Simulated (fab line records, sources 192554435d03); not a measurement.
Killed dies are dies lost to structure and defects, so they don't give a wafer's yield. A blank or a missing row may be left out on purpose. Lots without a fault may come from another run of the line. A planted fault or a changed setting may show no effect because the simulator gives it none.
fab line records | flow n5_finfet
record lots=11 wafers=33 last_day=19
route steps=1938 shown ILD0@339 SDB@353 PASSIVATION@1936
lots that met no fault: from a run of the same line without faults
start_h: hours from the record's first day to the start of the lot's first wafer shown | wait_h: hours since the lot's step before | " the same as in the row above | L1.1+2: a row that stands for several wafers | - no value, or no start given | * or withheld: withheld | < > ~ a bound
route shown NAME@n: a module of which the file shows steps, and the number in the route of the first | usual: mean/standard deviation of fault-free wafers | same: alike in all rows | chamber/n: place in a boat | sites: the reading at each site | _std_site: their standard deviation | _edge_site: outer sites' mean less inner sites' | radius_mm: how far each site lies from the wafer's centre | mask NAME#n: copy n | behind: the tool/chamber that last shaped the wafer | hold: why the lot was held/for how many hours/how that ended | device: the transistor (n, p or np) that didn't switch | end of line: the same wafers' tests at the end of the route | a step without rows: its recipe alone | killed: dies lost to structure and defects at the first sort, not the wafer's yield | map: a wafer's dies, x killed, . not, _ none there
set.NAME: the setting as run; set.NAME@STEP: as run at that earlier step | model.NAME: the simulator's own value behind a step, which no gauge read
steps of the route over a sample of lots; a table a step, a row a wafer
services: from which hour (start_h, from the record's first day; less than 0 if before it) a tool's chamber was out of use, for how many hours, and why
## steps
# step N5_ILD0_THK_MEAS_04
# usual thk_nm=197.2/1.1
# columns lot.wafer tool chamber start_h wait_h thk_nm
L803.1 film_metro-01 - 77.09 0.3 198.8
L803.4 " - " " 197.5
L803.5 " - " " 198.8
L804.3 film_metro-02 - 83.20 - 197.9
L804.5 " - " " 195.6
L804.6 " - " " 195.7
L805.1 film_metro-01 - 93.03 - 197.0
L805.2 " - " " 197.0
L805.3 " - " " 195.5
L806.2 film_metro-02 - 96.89 - 196.6
L806.4 " - " " 198.0
L806.6 " - " " 198.5
L810.2 film_metro-01 - 120.06 - 198.0
L810.3 " - " " 196.7
L810.5 " - " " 196.7
L812.2 film_metro-01 - 128.66 - 195.9
L812.3 " - " " 198.5
L812.6 " - " " 196.5
L816.2 film_metro-01 - 150.93 - 196.9
L816.4 " - " " 197.7
L816.5 " - " " 196.6
L819.4 film_metro-02 - 173.98 - 197.5
L819.5 " - " " 198.2
L819.6 " - " " 196.4
L822.1 film_metro-02 - 188.53 - 197.1
L822.4 " - " " 195.9
L822.5 " - " " 197.9
L823.3 film_metro-02 - 198.84 - 196.4
L823.5 " - " " 196.3
L823.6 " - " " 195.3
L824.1 film_metro-02 - 202.40 - 196.2
L824.5 " - " " 197.7
L824.6 " - " " 196.1
# step N5_ILD0_CMP_12
# recipe stop_on=poly-Si material=SiNx t_overpolish_s=6 post_cmp_clean=alkaline_brush down_force_psi=2.5 platen_rpm=51.8 pad_velocity_m_s=1.0307 target_thk_nm=17.67
# usual motor_current_A=8.7/1.2 overpolish_run_s=6.000/0.0094 pad_life_wafers=1021/600 time_to_endpoint_s=28.7/2.6
# columns lot.wafer tool chamber start_h wait_h motor_current_A overpolish_run_s pad_life_wafers time_to_endpoint_s
L803.4 cmp-03 0 80.35 1.1 12.0 6.004 1110 26.0
L803.1 " 3 " " 7.3 5.994 1113 29.0
L803.5 " 1 " " 8.7 5.995 - 24.6
L804.3 cmp-03 1 86.53 1.2 9.1 5.999 1148 25.1
L804.6 " 3 " " 7.9 5.982 - 26.1
L804.5 " 0 " " 11.7 5.985 - 24.6
L805.1 cmp-02 1 96.31 1.2 7.2 6.001 2011 29.3
L805.3 " 2 " " 8.8 5.983 2012 27.0
L805.2 " 3 " " 8.6 5.997 2013 32.0
L806.2 cmp-01 0 100.42 1.1 7.6 5.999 450 27.9
L806.4 " 2 " " 8.5 5.996 452 27.1
L806.6 " 0 " " 8.2 6.003 - 28.7
L810.3 cmp-01 1 123.33 1.1 9.1 5.995 600 28.9
L810.2 " 2 " " 8.6 6.000 601 25.5
L810.5 " 2 " " 8.3 5.991 - 26.5
L812.2 cmp-02 3 132.15 1.2 9.2 5.977 175 32.4
L812.3 " 1 " " 7.9 6.002 177 30.9
L812.6 " 3 " " 9.0 6.003 - 31.1
L816.4 cmp-02 1 154.17 1.1 8.0 6.011 360 30.4
L816.2 " 3 " " 8.6 5.989 362 31.0
L816.5 " 2 " " 8.6 6.007 - 26.9
L819.4 cmp-01 1 177.36 1.2 9.4 5.978 1015 28.5
L819.5 " 0 " " 7.7 6.011 - 27.9
L819.6 " 1 " " 9.2 5.999 - 28.4
L822.1 cmp-01 3 191.82 1.2 7.9 5.988 1117 33.9
L822.4 " 0 " " 7.5 6.011 1118 28.0
L822.5 " 3 " " 7.6 6.003 - 33.8
L823.3 cmp-01 2 202.12 1.2 7.7 5.996 1207 26.9
L823.6 " 1 " " 9.3 6.008 - 30.5
L823.5 " 2 " " 8.2 6.002 - 25.9
L824.1 cmp-01 1 205.64 1.1 9.0 5.998 1236 29.7
L824.5 " 1 " " 8.9 6.025 - 29.1
L824.6 " 2 " " 7.7 5.992 - 27.0
# step N5_SDB_EXPOSE_08
# recipe mask_id=SDB na=1.35 source_shape=conventional sigma_outer=0.5 polarization=unpolarized dose_mj=49.6
# columns lot.wafer tool chamber start_h wait_h mask
L803.1+4+5 arfi_scanner-02 0 80.90 - SDB#0
L804.3+5+6 arfi_scanner-03 0 87.15 - SDB#0
L805.1+2+3 arfi_scanner-01 0 96.96 - SDB#0
L806.2+4+6 arfi_scanner-03 0 101.14 - SDB#0
L810.2+3+5 arfi_scanner-01 0 123.92 - SDB#0
L812.2+3+6 arfi_scanner-01 0 132.80 - SDB#0
L816.2+4+5 arfi_scanner-03 0 154.73 - SDB#0
L819.4+5+6 arfi_scanner-03 0 178.05 - SDB#0
L822.1+4+5 arfi_scanner-01 0 192.47 - SDB#0
L823.3+5+6 arfi_scanner-02 0 202.78 - SDB#0
L824.1+5+6 arfi_scanner-01 0 206.33 - SDB#0
# step N5_SDB_OVL_MEAS_12
# recipe points_per_wafer=44
# usual SDB_OVL=0.1/0.87
# columns lot.wafer tool chamber start_h wait_h SDB_OVL[nm]
L803.1 overlay-01 0 81.06 0.0 1.3
L803.4 " 0 " " 1.3
L803.5 " 0 " " 0.6
L804.3 overlay-02 0 87.30 0.0 1.2
L804.5 " 0 " " 1.0
L804.6 " 0 " " 0.5
L805.1 overlay-01 0 97.11 0.0 -0.8
L805.2 " 0 " " -0.1
L805.3 " 0 " " -0.7
L806.2 overlay-02 0 101.29 0.0 0.8
L806.4 " 0 " " 0.0
L806.6 " 0 " " 0.5
L810.2 overlay-01 0 124.07 0.0 1.0
L810.3 " 0 " " 0.5
L810.5 " 0 " " -0.3
L812.2 overlay-01 0 132.95 0.0 -1.5
L812.3 " 0 " " -0.6
L812.6 " 0 " " -1.6
L816.2 overlay-02 0 154.88 0.0 13.8
L816.4 " 0 " " 13.7
L816.5 " 0 " " 12.6
L819.4 overlay-02 0 178.18 0.0 15.1
L819.5 " 0 " " 14.5
L819.6 " 0 " " 14.6
L822.1 overlay-02 0 192.62 0.0 -0.9
L822.4 " 0 " " 0.4
L822.5 " 0 " " -0.3
L823.3 overlay-01 0 202.92 0.0 -0.3
L823.5 " 0 " " 0.5
L823.6 " 0 " " 0.4
L824.1 overlay-02 0 206.48 0.0 -1.5
L824.5 " 0 " " -0.5
L824.6 " 0 " " -0.1
# step N5_SDB_STRIP_21
# recipe chemistry=CF4 resist=SiARC power_w=300 bias_power_w=75 pressure_mtorr=50 cf4_flow_sccm=150 rf_frequency_hz=6e+07
# usual cf4_flow_sccm=149.9/0.46 drypump_motor_current_A=5.73/0.24 oes_product_au=0.80/0.086 rf_vpp_V=271.7/1.5 showerhead_plenum_p_Torr=1.82/0.057 throttle_valve_pct=13.49/0.26
# columns lot.wafer tool chamber start_h wait_h cf4_flow_sccm drypump_motor_current_A oes_product_au rf_hours_counter_h rf_vpp_V showerhead_plenum_p_Torr throttle_valve_pct
L803.1 rie_diel-05 2 81.75 0.0 149.9 6.12 0.88 34 271.3 1.81 13.52
L803.4 " 1 " " 149.9 5.82 0.68 238 273.3 1.84 13.57
L803.5 " 1 " " 150.1 5.80 0.68 - 273.3 1.84 13.57
L804.3 rie_diel-06 0 87.81 0.0 151.0 5.56 0.89 20 273.9 1.91 13.50
L804.5 " 0 " " 150.3 5.56 0.89 - 274.4 1.91 13.50
L804.6 " 1 " " 150.1 5.62 0.88 - 270.9 1.77 13.30
L805.1 rie_diel-05 1 97.43 0.0 149.7 5.80 0.69 244 270.3 1.84 13.57
L805.2 " 2 " " 150.7 6.12 0.87 40 271.4 1.80 13.51
L805.3 " 3 " " 150.2 5.88 0.70 222 270.3 1.79 13.89
L806.2 rie_diel-05 2 101.56 0.0 150.1 6.15 0.88 41 271.4 1.80 13.50
L806.4 " 0 " " 149.8 5.59 0.80 84 271.8 1.81 13.23
L806.6 " 3 " " 150.1 5.87 0.70 - 271.6 1.79 13.89
L810.2 rie_diel-05 3 124.90 0.0 150.4 5.85 0.69 233 269.8 1.79 13.89
L810.3 " 2 " " 150.0 6.14 0.86 51 272.7 1.80 13.56
L810.5 " 3 " " 149.8 5.92 0.69 - 270.4 1.79 13.89
L812.2 rie_diel-05 0 133.22 0.0 149.6 5.58 0.79 98 271.7 1.81 13.28
L812.3 " 2 " " 150.7 6.14 0.85 55 271.8 1.80 13.56
L812.6 " 0 " " 149.8 5.58 0.79 - 270.9 1.81 13.28
L816.2 rie_diel-06 2 155.22 0.0 150.5 5.72 0.87 31 273.5 1.90 13.14
L816.4 " 3 " " 149.9 5.27 0.69 244 272.1 1.84 13.55
L816.5 " 0 " " 149.2 5.56 0.85 - 273.7 1.90 13.56
L819.4 rie_diel-04 2 178.45 0.0 150.7 5.47 0.68 220 269.5 1.70 14.00
L819.5 " 0 " " 149.9 5.44 0.69 - 271.8 1.78 13.67
L819.6 " 1 " " 149.9 6.01 0.93 - 273.5 1.82 13.31
L822.1 rie_diel-06 2 192.93 0.0 150.7 5.75 0.86 45 273.5 1.89 13.17
L822.4 " 1 " " 149.1 5.61 0.82 - 269.7 1.76 13.38
L822.5 " 0 " " 149.9 5.56 0.83 - 272.2 1.90 13.59
L823.3 rie_diel-04 2 203.36 0.0 150.5 5.46 0.68 227 268.3 1.69 14.02
L823.5 " 3 " " 149.3 6.03 0.85 - 273.9 1.90 13.48
L823.6 " 0 " " 150.1 5.45 0.67 - 272.7 1.78 13.69
L824.1 rie_diel-06 3 206.75 0.0 149.6 5.27 0.98 3 270.7 1.84 13.00
L824.5 " 3 " " 150.3 5.28 0.98 - 272.0 1.83 13.01
L824.6 " 2 " " 150.5 5.74 0.85 - 273.9 1.89 13.17
# step N5_PASSIVATION_PROBE_49
# usual killed_at_M0_to_M3=36/11 killed_at_M4_up=14/5.2 killed_at_contacts=12/6.1 killed_at_front_end=40/12 killed_at_other=3.2/2.5 killed_dies=105/16 killed_on_rim=14/4.4 killed_open=68/12 killed_short=35/8.7
# same gross_dies=1180 killed_at_back_side=0
# columns lot.wafer tool chamber start_h wait_h killed_at_M0_to_M3 killed_at_M4_up killed_at_contacts killed_at_front_end killed_at_other killed_dies killed_on_rim killed_open killed_short
L803.1 prober-02 - 322.67 0.0 25 16 5 54 3 103 13 61 41
L803.4 prober-02 - 322.82 0.2 40 18 5 31 3 97 16 71 26
L803.5 prober-02 - 322.87 0.2 45 15 7 24 1 92 16 58 32
L804.3 prober-02 - 325.66 0.1 32 10 17 39 2 100 15 65 31
L804.5 prober-02 - 325.76 0.2 35 12 19 37 7 110 15 73 36
L804.6 prober-02 - 325.81 0.3 30 7 27 45 3 112 14 67 39
L805.1 prober-01 - 331.73 0.0 25 16 20 38 3 102 10 55 40
L805.2 prober-01 - 331.78 0.1 20 15 10 46 3 94 12 64 27
L805.3 prober-01 - 331.83 0.1 26 18 5 50 6 105 10 71 30
L806.2 prober-01 - 332.91 0.1 36 16 8 29 1 90 9 54 34
L806.4 prober-01 - 333.01 0.2 38 12 9 31 3 93 12 57 35
L806.6 prober-01 - 333.11 0.3 39 11 11 28 5 94 9 54 39
L810.2 prober-01 - 355.28 0.1 9 18 5 40 2 74 9 39 28
L810.3 prober-01 - 355.33 0.1 28 11 11 28 2 80 14 53 24
L810.5 prober-01 - 355.43 0.2 21 4 16 43 5 89 12 53 30
L812.2 prober-01 - 362.97 0.1 23 22 17 45 9 116 16 69 39
L812.3 prober-01 - 363.02 0.1 25 11 15 54 1 106 14 61 38
L812.6 prober-01 - 363.17 0.3 24 16 26 39 0 105 24 66 32
L816.2 prober-01 - 409.40 0.1 33 20 9 1115 3 1180 152 73 34
L816.4 prober-01 - 409.50 0.2 30 8 7 1127 8 1180 152 62 20
L816.5 prober-01 - 409.55 0.2 31 11 13 1117 8 1180 152 62 47
L819.4 prober-02 - 434.54 0.2 28 13 13 1125 1 1180 152 65 31
L819.5 prober-02 - 434.59 0.2 17 19 13 1131 0 1180 152 60 26
L819.6 prober-02 - 434.64 0.3 14 15 16 1130 5 1180 152 52 34
L822.1 prober-01 - 453.25 0.0 50 22 12 34 4 122 17 63 53
L822.4 prober-01 - 453.40 0.2 55 8 21 28 2 114 20 64 45
L822.5 prober-01 - 453.45 0.2 36 11 29 26 1 103 15 49 48
L823.3 prober-02 - 458.45 0.1 42 15 9 25 7 98 15 64 26
L823.5 prober-02 - 458.55 0.2 49 18 13 27 1 108 13 71 34
L823.6 prober-02 - 458.60 0.3 52 16 6 36 1 111 15 72 34
L824.1 prober-01 - 459.12 0.0 34 6 23 63 2 128 16 72 54
L824.5 prober-01 - 459.32 0.2 25 12 13 65 0 115 13 78 36
L824.6 prober-01 - 459.37 0.3 33 14 12 51 2 112 16 73 34
# killed by level:class
L803.1 STI_FIN_REVEAL:geometric_particle:open=13 BEOL_M4:geometric_particle:open=9 STI_FIN_REVEAL:geometric_particle:short=8 BEOL_M1:geometric_particle:open=7 FIN_SAQP:geometric_particle:open=5 GATE_CUT:geometric_particle:short=5 MOL_CONTACT_COAG:geometric_particle:open=5 ILD0:geometric_particle:open=4
L803.4 STI_FIN_REVEAL:geometric_particle:open=15 BEOL_M0_SAQP:geometric_particle:open=14 BEOL_M4:geometric_particle:open=12 BEOL_M2:geometric_particle:open=8 BEOL_M0_SAQP:geometric_particle:short=6 MOL_CONTACT_COAG:geometric_particle:open=4 BEOL_M1:geometric_particle:open=4 STI_FIN_REVEAL:geometric_particle:short=3
L803.5 BEOL_M0_SAQP:geometric_particle:short=12 BEOL_M0_SAQP:geometric_particle:open=10 BEOL_M1:geometric_particle:open=8 FIN_SAQP:geometric_particle:short=6 MOL_CONTACT_COAG:geometric_particle:open=6 BEOL_M4:geometric_particle:open=6 BEOL_M2:geometric_particle:open=5 ILD0:geometric_particle:open=4
L804.3 MOL_CONTACT_COAG:geometric_particle:open=12 BEOL_M1:geometric_particle:open=12 FIN_SAQP:geometric_particle:open=9 GATE_CUT:geometric_particle:short=7 BEOL_M0_SAQP:geometric_particle:short=7 FIN_SAQP:geometric_particle:short=6 BEOL_M4:geometric_particle:open=6 GATE_CUT:geometric_particle:open=5
L804.5 MOL_CONTACT_COAG:geometric_particle:open=15 BEOL_M1:geometric_particle:open=15 FIN_SAQP:geometric_particle:open=8 FIN_SAQP:geometric_particle:short=7 BEOL_M4:geometric_particle:open=6 BEOL_M0_SAQP:geometric_particle:short=4 GATE_CUT:geometric_particle:short=4 MOL_CONTACT_COAG:geometric_particle:short=4
L804.6 MOL_CONTACT_COAG:geometric_particle:open=23 BEOL_M1:geometric_particle:open=13 GATE_CUT:geometric_particle:short=7 FIN_SAQP:geometric_particle:short=6 HKMG_FIN:area_etch=6 DUMMY_GATE:geometric_particle:open=4 BEOL_M0_SAQP:geometric_particle:open=4 MOL_CONTACT_COAG:geometric_particle:short=4
L805.1 MOL_CONTACT_COAG:geometric_particle:open=13 BEOL_M0_SAQP:geometric_particle:short=8 BEOL_M4:geometric_particle:open=8 MOL_CONTACT_COAG:geometric_particle:short=7 FIN_SAQP:geometric_particle:open=6 FIN_SAQP:geometric_particle:short=6 BEOL_M0_SAQP:geometric_particle:open=6 BEOL_M1:geometric_particle:open=6
L805.2 FIN_SAQP:geometric_particle:open=15 MOL_CONTACT_COAG:geometric_particle:open=8 GATE_CUT:geometric_particle:short=7 BEOL_M1:geometric_particle:open=7 BEOL_M4:geometric_particle:open=6 STI_FIN_REVEAL:geometric_particle:open=5 GATE_CUT:geometric_particle:open=5 BEOL_M0_SAQP:geometric_particle:open=5
L805.3 FIN_SAQP:geometric_particle:open=27 BEOL_M0_SAQP:geometric_particle:open=7 BEOL_M1:geometric_particle:open=7 FIN_SAQP:geometric_particle:short=5 GATE_CUT:geometric_particle:short=5 BEOL_M3:geometric_particle:open=4 MOL_CONTACT_COAG:geometric_particle:open=4 BEOL_M4:geometric_particle:open=4
L806.2 BEOL_M0_SAQP:geometric_particle:short=10 BEOL_M0_SAQP:geometric_particle:open=8 MOL_CONTACT_COAG:geometric_particle:open=7 BEOL_M4:geometric_particle:open=7 BEOL_M2:geometric_particle:open=6 FIN_SAQP:geometric_particle:open=5 BEOL_M1:geometric_particle:open=5 STARTING-WAFER:geometric_particle:short=5
L806.4 FIN_SAQP:geometric_particle:open=11 BEOL_M2:geometric_particle:open=11 BEOL_M0_SAQP:geometric_particle:short=9 FIN_SAQP:geometric_particle:short=7 MOL_CONTACT_COAG:geometric_particle:open=6 BEOL_M0_SAQP:geometric_particle:open=5 BEOL_M3:geometric_particle:open=5 DUMMY_GATE:geometric_particle:open=4
L806.6 BEOL_M0_SAQP:geometric_particle:short=13 BEOL_M0_SAQP:geometric_particle:open=8 BEOL_M1:geometric_particle:open=7 FIN_SAQP:geometric_particle:short=6 MOL_CONTACT_COAG:geometric_particle:short=6 MOL_CONTACT_COAG:geometric_particle:open=5 BEOL_M4:geometric_particle:open=5 DUMMY_GATE:geometric_particle:open=4
L810.2 FIN_SAQP:geometric_particle:short=8 FIN_SAQP:geometric_particle:open=8 BEOL_M4:geometric_particle:short=8 STI_FIN_REVEAL:geometric_particle:open=4 DUMMY_GATE:geometric_particle:open=4 DUMMY_GATE:geometric_particle:short=4 MOL_CONTACT_COAG:geometric_particle:open=4 BEOL_M4:geometric_particle:open=4
L810.3 MOL_CONTACT_COAG:geometric_particle:open=11 FIN_SAQP:geometric_particle:open=8 BEOL_M0_SAQP:geometric_particle:short=7 BEOL_M2:geometric_particle:open=6 FIN_SAQP:geometric_particle:short=5 BEOL_M1:geometric_particle:open=5 BEOL_M0_SAQP:geometric_particle:open=3 BEOL_M3:geometric_particle:open=3
L810.5 MOL_CONTACT_COAG:geometric_particle:open=15 FIN_SAQP:geometric_particle:short=9 STI_FIN_REVEAL:geometric_particle:open=6 DUMMY_GATE:geometric_particle:open=4 BEOL_M0:geometric_particle:open=4 BEOL_M3:geometric_particle:open=4 HKMG_FIN:area_etch=4 STI_FIN_REVEAL:geometric_particle:short=3
L812.2 BEOL_M4:geometric_particle:open=13 MOL_CONTACT_COAG:geometric_particle:open=13 FIN_SAQP:geometric_particle:short=9 DUMMY_GATE:geometric_particle:open=6 BEOL_M3:geometric_particle:open=6 PAD_METAL:geometric_particle:short=5 MOL_CONTACT_COAG:geometric_particle:short=4 BEOL_M0_SAQP:geometric_particle:open=4
L812.3 FIN_SAQP:geometric_particle:short=19 MOL_CONTACT_COAG:geometric_particle:open=14 BEOL_M3:geometric_particle:open=13 FIN_SAQP:geometric_particle:open=9 GATE_CUT:geometric_particle:short=5 BEOL_M4:geometric_particle:open=5 HKMG_FIN:area_etch=5 BEOL_M0_SAQP:geometric_particle:open=4
L812.6 MOL_CONTACT_COAG:geometric_particle:open=20 BEOL_M0_SAQP:geometric_particle:short=7 BEOL_M4:geometric_particle:open=7 HKMG_FIN:area_etch=7 FIN_SAQP:geometric_particle:short=6 MOL_CONTACT_COAG:geometric_particle:short=6 BEOL_M3:geometric_particle:open=6 STI_FIN_REVEAL:geometric_particle:open=5
L816.2 SDB:overlay=1071 STI_FIN_REVEAL:geometric_particle:open=10 BEOL_M4:geometric_particle:open=10 BEOL_M0_SAQP:geometric_particle:short=8 MOL_CONTACT_COAG:geometric_particle:open=7 BEOL_M0_SAQP:geometric_particle:open=7 GATE_CUT:geometric_particle:short=6 FIN_SAQP:geometric_particle:short=5
L816.4 SDB:overlay=1097 STI_FIN_REVEAL:geometric_particle:open=12 BEOL_M1:geometric_particle:open=7 BEOL_M2:geometric_particle:open=7 BEOL_M0_SAQP:geometric_particle:open=6 BEOL_M0_SAQP:geometric_particle:short=6 FIN_SAQP:geometric_particle:open=4 BEOL_M3:geometric_particle:open=4
L816.5 SDB:overlay=1069 STI_FIN_REVEAL:geometric_particle:open=15 BEOL_M0_SAQP:geometric_particle:short=12 MOL_CONTACT_COAG:geometric_particle:open=11 GATE_CUT:geometric_particle:short=6 STI_FIN_REVEAL:geometric_particle:short=5 BEOL_M2:geometric_particle:open=5 BEOL_M0_SAQP:geometric_particle:open=5
L819.4 SDB:overlay=1083 STI_FIN_REVEAL:geometric_particle:open=10 MOL_CONTACT_COAG:geometric_particle:open=10 BEOL_M4:geometric_particle:open=8 BEOL_M0_SAQP:geometric_particle:short=8 FIN_SAQP:geometric_particle:short=7 BEOL_M2:geometric_particle:open=6 BEOL_M3:geometric_particle:open=6
L819.5 SDB:overlay=1091 MOL_CONTACT_COAG:geometric_particle:open=12 DUMMY_GATE:geometric_particle:open=11 BEOL_M4:geometric_particle:open=11 GATE_CUT:geometric_particle:short=6 BEOL_M1:geometric_particle:short=4 FIN_SAQP:geometric_particle:open=3 STI_FIN_REVEAL:geometric_particle:open=3
L819.6 SDB:overlay=1088 MOL_CONTACT_COAG:geometric_particle:open=13 FIN_SAQP:geometric_particle:short=7 GATE_CUT:geometric_particle:short=7 FIN_SAQP:geometric_particle:open=6 STI_FIN_REVEAL:geometric_particle:open=5 DUMMY_GATE:geometric_particle:open=4 MOL_CONTACT_COAG:geometric_particle:short=3
L822.1 BEOL_M0_SAQP:geometric_particle:short=15 BEOL_M0_SAQP:geometric_particle:open=11 BEOL_M1:geometric_particle:open=9 FIN_SAQP:geometric_particle:short=8 MOL_CONTACT_COAG:geometric_particle:open=8 BEOL_M1:geometric_particle:short=6 STARTING-WAFER:geometric_particle:short=6 BEOL_M5:geometric_particle:open=5
L822.4 MOL_CONTACT_COAG:geometric_particle:open=15 BEOL_M0_SAQP:geometric_particle:short=13 BEOL_M1:geometric_particle:open=11 BEOL_M0_SAQP:geometric_particle:open=10 BEOL_M1:geometric_particle:short=7 FIN_SAQP:geometric_particle:open=6 MOL_CONTACT_COAG:geometric_particle:short=5 DUMMY_GATE:geometric_particle:open=5
L822.5 MOL_CONTACT_COAG:geometric_particle:short=14 MOL_CONTACT_COAG:geometric_particle:open=14 BEOL_M1:geometric_particle:open=11 BEOL_M1:geometric_particle:short=10 FIN_SAQP:geometric_particle:short=9 BEOL_M4:geometric_particle:open=7 BEOL_M0_SAQP:geometric_particle:short=4 STARTING-WAFER:geometric_particle:short=4
L823.3 BEOL_M2:geometric_particle:open=16 BEOL_M0:geometric_particle:short=8 MOL_CONTACT_COAG:geometric_particle:open=7 BEOL_M0_SAQP:geometric_particle:open=7 BEOL_M1:geometric_particle:open=7 STI_FIN_REVEAL:geometric_particle:open=6 MIM_TOP_ETCH:geometric_particle:open=6 HKMG_FIN:area_etch=5
L823.5 BEOL_M2:geometric_particle:open=15 MOL_CONTACT_COAG:geometric_particle:open=10 BEOL_M0_SAQP:geometric_particle:short=10 STI_FIN_REVEAL:geometric_particle:open=9 FIN_SAQP:geometric_particle:short=7 BEOL_M3:geometric_particle:open=6 BEOL_M0:geometric_particle:open=5 BEOL_M0:geometric_particle:short=5
L823.6 BEOL_M2:geometric_particle:open=28 BEOL_M0_SAQP:geometric_particle:open=9 FIN_SAQP:geometric_particle:short=8 MOL_CONTACT_COAG:geometric_particle:open=5 GATE_CUT:geometric_particle:short=5 BEOL_M2:geometric_particle:short=4 BEOL_M5:geometric_particle:open=4 STI_FIN_REVEAL:geometric_particle:open=3
L824.1 FIN_SAQP:geometric_particle:short=20 MOL_CONTACT_COAG:geometric_particle:open=18 FIN_SAQP:geometric_particle:open=14 GATE_CUT:geometric_particle:short=10 BEOL_M0_SAQP:geometric_particle:open=8 BEOL_M1:geometric_particle:open=7 DUMMY_GATE:geometric_particle:open=7 BEOL_M0_SAQP:geometric_particle:short=7
L824.5 FIN_SAQP:geometric_particle:open=24 GATE_CUT:geometric_particle:short=10 MOL_CONTACT_COAG:geometric_particle:open=10 BEOL_M4:geometric_particle:open=9 FIN_SAQP:geometric_particle:short=8 DUMMY_GATE:geometric_particle:open=6 BEOL_M3:geometric_particle:open=6 BEOL_M3:geometric_particle:short=6
L824.6 FIN_SAQP:geometric_particle:open=16 MOL_CONTACT_COAG:geometric_particle:open=11 BEOL_M2:geometric_particle:open=7 BEOL_M3:geometric_particle:short=7 DUMMY_GATE:geometric_particle:open=6 BEOL_M3:geometric_particle:open=6 FIN_SAQP:geometric_particle:short=5 GATE_CUT:geometric_particle:short=5
## services
# columns tool chamber start_h hours kind
arfi_scanner-01 - 60.17 1.0 pm
cmp-01 - 62.17 8.9 pm
arfi_scanner-01 - 73.20 1.3 pm
arfi_scanner-03 - 86.15 0.6 repair
rie_diel-05 3 87.35 1.4 repair
cmp-03 - 91.35 1.0 repair
arfi_scanner-02 - 101.35 0.4 repair
arfi_scanner-03 - 105.09 1.3 pm
cmp-02 - 110.64 4.0 pm
cmp-01 - 113.90 7.3 pm
arfi_scanner-02 - 117.24 0.8 pm
arfi_scanner-01 - 119.73 1.0 pm
rie_diel-04 0 120.85 5.2 repair
arfi_scanner-03 - 121.24 0.8 pm
arfi_scanner-02 - 121.50 1.3 pm
arfi_scanner-02 - 123.74 2.2 repair
arfi_scanner-03 - 132.52 3.9 pm
cmp-02 - 132.78 1.0 repair
arfi_scanner-01 - 134.28 0.8 pm
arfi_scanner-03 - 156.44 1.0 repair
arfi_scanner-03 - 188.42 16.0 pm
cmp-02 - 190.77 2.5 repair
arfi_scanner-01 - 198.70 1.3 pm
arfi_scanner-01 - 201.23 1.7 repair
## key
first_sign step=N5_SDB_OVL_MEAS_12 reading=SDB_OVL direction=up sigmas=16 usual=0.1 struck=14.1
effect step=N5_PASSIVATION_PROBE_49 reading=killed_at_front_end direction=up sigmas=94 usual=40 struck=1124
more_kills_born_at N5_SDB_EXPOSE_08@arfi_scanner-03=6499
met_at N5_SDB_EXPOSE_08
struck_lots L816,L819
tester_left_out L816,L819
not_acting_at N5_ILD0_THK_MEAS_04,N5_ILD0_CMP_12,N5_SDB_STRIP_21
onset_between 101.14 154.73
fault kind=scanner_matching_overlay tool=arfi_scanner-03 chamber=- onset_h=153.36 steps=N5_SDB_EXPOSE_08 offset=14.67
# tester_left_out: of these lots the tester's yield and bins aren't shown, on N5 and GAA mostly nor the transistor test; their killed dies are dies lost to structure and defects alone, not to doping, threshold or leakage, so they don't give the yield
